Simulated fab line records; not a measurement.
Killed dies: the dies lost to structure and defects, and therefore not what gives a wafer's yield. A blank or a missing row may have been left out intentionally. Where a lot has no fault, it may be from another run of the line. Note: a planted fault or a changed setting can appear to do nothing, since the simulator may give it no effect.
fab line records    flow nand-harc
[record] lots = 7  wafers = 21  last-day = 32
route steps=1302 shown P_GATE@195 END@1302
lots with no fault: from the same line, run without faults
start-h: start of the lot's first displayed wafer, in hours after the record's first day    wait-h: hours elapsed since this lot's preceding step    " identical to the entry in the row above    L1.1+2: a single row standing in for several wafers    - value missing, or start not given    * or withheld: withheld    < > ~ a bound
route shown NAME@n: NAME is a module with steps in the file, n the number in the route of the first one    usual: mean/standard deviation taken from wafers without a fault    same: alike in all rows    chamber/n: place in a boat    sites: the reading at each site    _std_site: standard deviation of those values    _edge_site: outer sites' mean less inner sites'    radius-mm: how far each site lies from the wafer's centre    mask NAME#n: copy n    behind: the tool/chamber that last shaped the wafer    hold: why the lot was held/for how many hours/how that ended    device: which transistor (n, p or np) failed to switch    end of line: the tests these same wafers got at the end of their route    where a step has no rows: the recipe by itself    killed: at the first sort, the dies lost to defects and structure; wafer yield is something else    map: shows each die of a wafer: x if killed, . if not, _ if none is there
set.NAME: the setting as run; set.NAME@STEP: as run at that earlier step    model.NAME: the simulator's own value behind a step, which no gauge read
lots at some steps of the route; a table a step, a row a wafer
services: the hour from which a tool's chamber was out of use, counted from the record's first day as start-h (under 0 if before that day), plus the number of hours and why
[[steps]]
[step NHARC_P_GATE_SOFTBAKE_86]
[recipe] temp-c = 122  time-s = 95
[step NHARC_P_GATE_EBR_87]
[step NHARC_P_GATE_EXPOSE_88]
[recipe] na = 0.6  target-cd-nm = 2000  dose-mj = 11.87  mask-id = P_HVN
[step NHARC_P_GATE_PEB_89]
[recipe] peb-temp-c = 118  peb-time-s = 85
[step NHARC_P_GATE_DEVELOP_90]
[recipe] time-s = 70
[step NHARC_P_GATE_CD_MEAS_91]
[recipe] target-cd-nm = 2000  landing-energy-ev = 500
[usual] cd-nm = 1999.4/2.3
lot.wafer  tool       chamber  start-h  wait-h  cd-nm
L474.1     cd-sem-03  0        129.96   -       2000.9
L474.4     "          0        "        "       2001.2
L474.5     "          0        "        "       1997.6
L475.1     cd-sem-01  0        146.35   -       1999.9
L475.5     "          0        "        "       1999.2
L475.6     "          0        "        "       1999.0
L476.1     cd-sem-01  0        147.08   -       1999.3
L476.2     "          0        "        "       1997.1
L476.5     "          0        "        "       2000.3
L480.1     cd-sem-03  0        191.79   -       1999.3
L480.3     "          0        "        "       2000.8
L480.6     "          0        "        "       1998.0
L487.1     cd-sem-03  0        261.08   -       1999.5
L487.2     "          0        "        "       2001.4
L487.3     "          0        "        "       2000.4
L489.1     cd-sem-02  0        283.85   -       2001.1
L489.2     "          0        "        "       1999.1
L489.6     "          0        "        "       2000.2
L492.2     cd-sem-02  0        311.46   -       2003.0
L492.5     "          0        "        "       1998.3
L492.6     "          0        "        "       2001.1
[step NHARC_P_GATE_HARDBAKE_92]
[recipe] temp-c = 125  time-s = 80
[step NHARC_P_GATE_DESCUM_93]
[recipe] time-s = 3  o2-flow-sccm = 200  ar-flow-sccm = 0  bias-power-w = 0  chemistry = O2
[usual] drypump-motor-current-A = 6.0/0.41  oes-product-au = 0.996/0.013  rf-vpp-V = 57.7/0.88  showerhead-plenum-p-Torr = 1.90/0.057  throttle-valve-pct = 11.312/0.0092
lot.wafer  tool         chamber  start-h  wait-h  drypump-motor-current-A  oes-product-au  rf-hours-counter-h  rf-vpp-V  showerhead-plenum-p-Torr  throttle-valve-pct
L474.4     rie-diel-03  3        130.12   -       5.8                      1.002           0.6                 55.7      1.84                      11.303
L474.1     "            1        "        "       6.0                      1.010           1.0                 58.9      1.97                      11.306
L474.5     "            0        "        "       6.6                      0.983           -                   58.7      1.95                      11.316
L475.1     rie-diel-12  1        146.52   -       5.9                      1.003           3.9                 58.0      1.89                      11.313
L475.6     "            0        "        "       5.6                      0.982           -                   57.5      1.98                      11.322
L475.5     "            1        "        "       5.9                      1.003           -                   56.9      1.89                      11.308
L476.1     rie-diel-03  0        147.24   -       6.6                      0.994           2.1                 57.5      1.95                      11.311
L476.2     "            2        "        "       5.6                      0.991           1.9                 57.6      1.82                      11.322
L476.5     "            2        "        "       5.6                      0.995           -                   58.2      1.82                      11.315
L480.1     rie-diel-12  2        191.95   -       5.2                      1.009           8.1                 56.2      1.86                      11.325
L480.3     "            0        "        "       5.5                      0.980           7.9                 58.3      1.98                      11.319
L480.6     "            3        "        "       6.6                      0.995           -                   58.4      1.90                      11.319
L487.2     rie-diel-09  2        261.24   -       6.0                      0.988           5.0                 59.5      1.98                      11.314
L487.1     "            3        "        "       6.3                      1.010           4.3                 57.8      1.91                      11.321
L487.3     "            0        "        "       5.6                      0.994           4.8                 57.5      1.83                      11.309
L489.2     rie-diel-09  0        284.02   -       5.6                      1.006           6.1                 58.1      1.83                      11.316
L489.1     "            2        "        "       5.9                      0.995           6.0                 58.8      1.98                      11.323
L489.6     "            0        "        "       5.6                      0.988           -                   56.1      1.83                      11.315
L492.2     rie-diel-03  2        311.61   -       5.6                      1.012           1.2                 55.9      1.82                      11.327
L492.5     "            2        "        "       5.6                      1.000           -                   57.3      1.82                      11.301
L492.6     "            3        "        "       5.7                      1.008           -                   58.3      1.83                      11.310
[step NHARC_P_GATE_IMPLANT_94]
[recipe] energy-kev = 60  dose-cm2 = 2e+15  tilt-deg = 7
[step NHARC_P_GATE_STRIP_113]
[recipe] power-w = 1500  temp-c = 110  time-s = 740  chemistry = N2/H2
[usual] drypump-motor-current-A = 6.0/0.31  heater-power-w = 87/8.2
lot.wafer  tool             chamber  start-h  wait-h  drypump-motor-current-A  heater-power-w  rf-hours-counter-h
L474.1     plasma-asher-02  1        130.50   0.2     5.9                      89              11
L474.4     "                1        "        "       5.9                      91              -
L474.5     "                0        "        "       5.4                      99              -
L475.1     plasma-asher-02  0        146.87   0.2     5.4                      99              16
L475.5     "                0        "        "       5.4                      97              -
L475.6     "                1        "        "       5.9                      88              -
L476.2     plasma-asher-01  1        147.69   0.2     6.2                      73              30
L476.1     "                0        "        "       6.2                      86              30
L476.5     "                0        "        "       6.3                      87              -
L480.1     plasma-asher-01  0        192.44   0.3     6.2                      90              5
L480.3     "                1        "        "       6.2                      74              -
L480.6     "                1        "        "       6.2                      78              -
L487.1     plasma-asher-01  1        261.64   0.2     6.3                      76              21
L487.2     "                0        "        "       6.2                      90              21
L487.3     "                1        "        "       6.2                      74              -
L489.2     plasma-asher-01  0        284.40   0.2     6.2                      89              25
L489.1     "                1        "        "       6.2                      77              25
L489.6     "                1        "        "       6.2                      75              -
L492.2     plasma-asher-02  1        311.99   0.2     5.9                      91              10
L492.5     "                1        "        "       5.9                      91              -
L492.6     "                0        "        "       5.4                      96              -
[step NHARC_P_GATE_STRIP_95]
[recipe] power-w = 1500  temp-c = 250  chemistry = O2
[usual] drypump-motor-current-A = 6.0/0.31  heater-power-w = 326/31
lot.wafer  tool             chamber  start-h  wait-h  drypump-motor-current-A  heater-power-w  rf-hours-counter-h
L474.1     plasma-asher-02  1        131.21   0.6     5.9                      349             12
L474.4     "                1        "        "       5.9                      335             -
L474.5     "                0        "        "       5.4                      366             -
L475.1     plasma-asher-02  0        147.60   0.6     5.4                      371             17
L475.5     "                0        "        "       5.4                      369             -
L475.6     "                1        "        "       5.9                      331             -
L476.2     plasma-asher-01  1        148.41   0.6     6.2                      283             31
L476.1     "                0        "        "       6.2                      324             31
L476.5     "                0        "        "       6.2                      328             -
L480.1     plasma-asher-01  0        193.05   0.5     6.2                      339             5
L480.3     "                1        "        "       6.3                      284             -
L480.6     "                1        "        "       6.2                      286             -
L487.1     plasma-asher-01  1        262.35   0.6     6.2                      281             22
L487.2     "                0        "        "       6.3                      342             22
L487.3     "                1        "        "       6.2                      291             -
L489.2     plasma-asher-01  0        285.12   0.6     6.2                      336             26
L489.1     "                1        "        "       6.2                      291             26
L489.6     "                1        "        "       6.2                      281             -
L492.2     plasma-asher-02  1        312.71   0.6     5.9                      347             10
L492.5     "                1        "        "       5.9                      342             -
L492.6     "                0        "        "       5.4                      361             -
[step NHARC_P_GATE_STRIP_96]
[recipe] time-s = 900  temp-c = 130  chemistry = SPM
[step NHARC_P_GATE_RTA_64]
[recipe] temp-c = 1050  time-s = 1
[usual] anneal-temp-c-max = 1057.0/1.2  lamp-power-pct = 33.6/2  lamp_zone_3_pct = 33.6/2  wafer_temp_C_max = 1054.6/1.1
lot.wafer  tool           chamber  start-h  wait-h  anneal-temp-c-max  lamp-power-pct  lamp_zone_3_pct  wafer_temp_C_max
L474.1     rtp-anneal-01  -        131.78   -       -                  -               -                -
L474.4     "              -        "        "       -                  -               -                -
L474.5     "              -        "        "       -                  -               -                -
L475.1     rtp-anneal-01  -        148.16   -       -                  -               -                -
L475.5     "              -        "        "       -                  -               -                -
L475.6     "              -        "        "       -                  -               -                -
L476.1     rtp-anneal-02  -        148.97   -       -                  -               -                -
L476.2     "              -        "        "       -                  -               -                -
L476.5     "              -        "        "       -                  -               -                -
L480.1     rtp-anneal-01  0        193.60   -       1056.0             35.3            35.2             1053.8
L480.3     "              0        "        "       1058.2             35.3            35.3             1053.6
L480.6     "              0        "        "       1057.2             35.3            35.3             1053.3
L487.1     rtp-anneal-02  0        262.91   -       1056.5             31.3            31.3             1057.1
L487.2     "              0        "        "       1057.2             31.3            31.3             1057.9
L487.3     "              0        "        "       1054.2             31.3            31.3             1053.7
L489.1     rtp-anneal-02  0        285.68   -       1057.5             31.3            31.3             1055.9
L489.2     "              0        "        "       1056.1             31.3            31.3             1054.3
L489.6     "              0        "        "       1058.0             31.3            31.3             1056.4
L492.2     rtp-anneal-01  0        313.30   -       1056.9             35.2            35.2             1053.2
L492.5     "              0        "        "       1055.9             35.3            35.3             1053.4
L492.6     "              0        "        "       1057.6             35.2            35.3             1054.4
[step NHARC_P_GATE_ETCH_77]
[recipe] target-depth-a = 60  chemistry = dHF  material = SiO2
[step NHARC_END_SORT_01]
[recipe] temp-c = 25
[usual] killed-at-array = 54/12  killed-at-other = 0.7/1.1  killed-at-periphery = 3.9/2.8  killed-dies = 59/13  killed-open = 3.4/2  killed-short = 2.5/1.7
[same] gross-dies = 677
lot.wafer  tool       chamber  start-h  wait-h  killed-at-array  killed-at-other  killed-at-periphery  killed-dies  killed-open  killed-short
L474.1     prober-01  0        585.11   2.5     45               0                632                  677          4            0
L474.4     prober-01  0        587.51   3.4     56               1                620                  677          0            4
L474.5     prober-01  0        588.31   3.7     66               0                611                  677          2            1
L476.1     prober-02  0        599.38   2.5     44               1                632                  677          4            2
L476.2     prober-02  0        600.17   2.8     42               0                635                  677          4            2
L476.5     prober-02  0        602.56   3.7     49               1                627                  677          2            3
L487.1     prober-01  0        708.07   2.5     65               0                0                    65           3            1
L487.2     prober-01  0        708.87   2.8     59               0                3                    62           0            6
L487.3     prober-01  0        709.66   3.1     76               1                6                    83           5            8
// killed by level:class
L474.1 P_GATE:area-rta=618 A_CHANNEL_HOLE_D1:chamber-film-flake=20 A_CHANNEL_HOLE_D2:chamber-film-flake=16 P_BONDPAD:chamber-film-flake=6 P_GATE:chamber-film-flake=4 A_STAIRCASE:chamber-film-flake=3 P_STI:chamber-film-flake=2 A_DECK1_JOINT:chamber-film-flake=2
L474.4 P_GATE:area-rta=612 A_CHANNEL_HOLE_D2:chamber-film-flake=27 A_CHANNEL_HOLE_D1:chamber-film-flake=21 P_BONDPAD:chamber-film-flake=3 P_GATE:chamber-film-flake=2 A_STAIRCASE:chamber-film-flake=2 A_DECK1_JOINT:chamber-film-flake=2 P_CONTACT:geometric-particle:short=1
L474.5 P_GATE:area-rta=606 A_CHANNEL_HOLE_D1:chamber-film-flake=30 A_CHANNEL_HOLE_D2:chamber-film-flake=25 A_STAIRCASE:chamber-film-flake=4 P_GATE:chamber-film-flake=3 A_WL_FILL:chamber-film-flake=2 A_CONTACT:chamber-film-flake=2 P_STI:geometric-particle:short=1
L476.1 P_GATE:area-rta=630 A_SLIT:chamber-film-flake=22 A_CHANNEL_HOLE_D2:chamber-film-flake=9 A_CONTACT:chamber-film-flake=6 P_CONTACT:geometric-particle:open=1 A_ONON_D1:geometric-particle:open=1 A_SGD_CUT:geometric-particle:short=1 A_BLC:geometric-particle:open=1
L476.2 P_GATE:area-rta=633 A_SLIT:chamber-film-flake=26 A_CHANNEL_HOLE_D2:chamber-film-flake=6 A_CONTACT:chamber-film-flake=3 P_CONTACT:geometric-particle:open=2 A_ONON_D2:geometric-particle:short=1 A_CHANNEL_FILL_D2:geometric-particle:open=1 A_SGD_CUT:geometric-particle:short=1
L476.5 P_GATE:area-rta=625 A_SLIT:chamber-film-flake=26 A_CHANNEL_HOLE_D2:chamber-film-flake=12 A_WL_FILL:geometric-particle:short=2 P_ZERO_WELL:chamber-film-flake=2 A_CHANNEL_HOLE_D1:chamber-film-flake=2 A_CHANNEL_HOLE_D1:geometric-particle:short=1 A_CHANNEL_FILL_D1:geometric-particle:open=1
L487.1 A_SLIT:chamber-film-flake=31 A_CHANNEL_HOLE_D1:chamber-film-flake=28 A_ONON_D1:geometric-particle:open=1 A_CHANNEL_HOLE_D1:geometric-particle:open=1 A_CHANNEL_HOLE_D1:geometric-particle:short=1 A_CHANNEL_HOLE_D2:geometric-particle:open=1 A_ZERO_WELL:chamber-film-flake=1 A_CHANNEL_FILL_D2:chamber-film-flake=1
L487.2 A_CHANNEL_HOLE_D1:chamber-film-flake=25 A_SLIT:chamber-film-flake=22 A_CHANNEL_FILL_D1:chamber-film-flake=3 A_ONON_D1:geometric-particle:short=2 A_STAIRCASE:chamber-film-flake=2 P_CONTACT:geometric-particle:short=1 A_CHANNEL_HOLE_D2:geometric-particle:short=1 A_CHANNEL_FILL_D2:geometric-particle:short=1
L487.3 A_SLIT:chamber-film-flake=29 A_CHANNEL_HOLE_D1:chamber-film-flake=26 P_M2:chamber-film-flake=4 A_DECK1_JOINT:chamber-film-flake=4 A_DECK1_JOINT:geometric-particle:short=2 A_M0:geometric-particle:open=2 A_CHANNEL_HOLE_D2:chamber-film-flake=2 P_STI:geometric-particle:short=1
// map L474.1 (x killed, . not)
____________x____________
_________xxxxxxx_________
_______xxxxxxxxxxx_______
______xxxxxxxxxxxxx______
_____xxxxxxxxxxxxxxx_____
____xxxxxxxxxxxxxxxxx____
____xxxxxxxxxxxxxxxxx____
___xxxxxxxxxxxxxxxxxxx___
___xxxxxxxxxxxxxxxxxxx___
__xxxxxxxxxxxxxxxxxxxxx__
__xxxxxxxxxxxxxxxxxxxxx__
_xxxxxxxxxxxxxxxxxxxxxxx_
_xxxxxxxxxxxxxxxxxxxxxxx_
_xxxxxxxxxxxxxxxxxxxxxxx_
_xxxxxxxxxxxxxxxxxxxxxxx_
_xxxxxxxxxxxxxxxxxxxxxxx_
xxxxxxxxxxxxxxxxxxxxxxxxx
xxxxxxxxxxxxxxxxxxxxxxxxx
xxxxxxxxxxxxxxxxxxxxxxxxx
xxxxxxxxxxxxxxxxxxxxxxxxx
xxxxxxxxxxxxxxxxxxxxxxxxx
_xxxxxxxxxxxxxxxxxxxxxxx_
_xxxxxxxxxxxxxxxxxxxxxxx_
_xxxxxxxxxxxxxxxxxxxxxxx_
_xxxxxxxxxxxxxxxxxxxxxxx_
_xxxxxxxxxxxxxxxxxxxxxxx_
__xxxxxxxxxxxxxxxxxxxxx__
__xxxxxxxxxxxxxxxxxxxxx__
___xxxxxxxxxxxxxxxxxxx___
___xxxxxxxxxxxxxxxxxxx___
____xxxxxxxxxxxxxxxxx____
____xxxxxxxxxxxxxxxxx____
_____xxxxxxxxxxxxxxx_____
______xxxxxxxxxxxxx______
_______xxxxxxxxxxx_______
_________xxxxxxx_________
____________x____________
// map L476.1 (x killed, . not)
____________x____________
_________xxxxxxx_________
_______xxxxxxxxxxx_______
______xxxxxxxxxxxxx______
_____xxxxxxxxxxxxxxx_____
____xxxxxxxxxxxxxxxxx____
____xxxxxxxxxxxxxxxxx____
___xxxxxxxxxxxxxxxxxxx___
___xxxxxxxxxxxxxxxxxxx___
__xxxxxxxxxxxxxxxxxxxxx__
__xxxxxxxxxxxxxxxxxxxxx__
_xxxxxxxxxxxxxxxxxxxxxxx_
_xxxxxxxxxxxxxxxxxxxxxxx_
_xxxxxxxxxxxxxxxxxxxxxxx_
_xxxxxxxxxxxxxxxxxxxxxxx_
_xxxxxxxxxxxxxxxxxxxxxxx_
xxxxxxxxxxxxxxxxxxxxxxxxx
xxxxxxxxxxxxxxxxxxxxxxxxx
xxxxxxxxxxxxxxxxxxxxxxxxx
xxxxxxxxxxxxxxxxxxxxxxxxx
xxxxxxxxxxxxxxxxxxxxxxxxx
_xxxxxxxxxxxxxxxxxxxxxxx_
_xxxxxxxxxxxxxxxxxxxxxxx_
_xxxxxxxxxxxxxxxxxxxxxxx_
_xxxxxxxxxxxxxxxxxxxxxxx_
_xxxxxxxxxxxxxxxxxxxxxxx_
__xxxxxxxxxxxxxxxxxxxxx__
__xxxxxxxxxxxxxxxxxxxxx__
___xxxxxxxxxxxxxxxxxxx___
___xxxxxxxxxxxxxxxxxxx___
____xxxxxxxxxxxxxxxxx____
____xxxxxxxxxxxxxxxxx____
_____xxxxxxxxxxxxxxx_____
______xxxxxxxxxxxxx______
_______xxxxxxxxxxx_______
_________xxxxxxx_________
____________x____________
[[services]]
tool             chamber  start-h  hours  kind
rie-diel-09      2        121.83   23.1   repair
rie-diel-03      3        143.02   5.1    repair
rie-diel-09      -        143.10   9.0    pm
rie-diel-03      1        144.61   4.3    repair
plasma-asher-01  -        165.07   9.0    pm
plasma-asher-01  0        165.07   9.0    vent-cycle
plasma-asher-01  1        165.07   9.0    vent-cycle
plasma-asher-01  0        174.07   -      clean
plasma-asher-01  1        174.07   -      clean
rie-diel-09      1        176.05   6.8    repair
rie-diel-12      -        178.74   0.9    repair
rie-diel-03      1        214.61   2.2    repair
rie-diel-03      -        215.09   1.3    repair
rie-diel-09      3        225.95   7.5    repair
plasma-asher-02  -        244.99   0.8    repair
rie-diel-09      3        246.88   4.9    repair
plasma-asher-02  -        249.00   9.0    pm
plasma-asher-02  0        249.00   9.0    vent-cycle
plasma-asher-02  1        249.00   9.0    vent-cycle
rie-diel-03      3        258.41   12.7   repair
rie-diel-12      -        268.40   9.0    pm
rie-diel-09      1        278.84   10.1   repair
rie-diel-03      -        281.38   9.0    pm
plasma-asher-02  -        282.36   2.7    repair
[[key]]
[first-sign] step = NHARC_P_GATE_RTA_64  reading = tool-record  direction = missing
[effect] step = NHARC_END_SORT_01  reading = killed-at-periphery  direction = up  sigmas = 99+  usual = 3.9  struck = 626.2
[more-kills-born-at] NHARC_P_GATE_RTA_64@rtp-anneal-02 = 1888  NHARC_P_GATE_RTA_64@rtp-anneal-01 = 1836
met-at NHARC_P_GATE_RTA_64
struck-wafers L474.1,L474.4,L474.5,L475.1,L475.5,L475.6,L476.1,L476.2,L476.5
rows-end L475.1,L475.5,L475.6
later-rows-left-out L474.1,L474.4,L474.5,L476.1,L476.2,L476.5
tester-left-out L474,L476
[fault] kind = skipped-step-whole  tool = rtp-anneal-01,rtp-anneal-02  chamber = -  onset-h = 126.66  steps = NHARC_P_GATE_RTA_64  scope = struck-lots-only
// tester-left-out: of these lots the tester's yield and bins aren't shown, on N5 and GAA mostly nor the transistor test; their killed dies are dies lost to structure and defects alone, not to doping, threshold or leakage, so they don't give the yield
// later-rows-left-out: the simulator's readings of these wafers behind a module that went badly wrong aren't trusted and aren't shown, but for the sort
// rows-end: these wafers met a further fault down the route, and their rows from its step on are left out
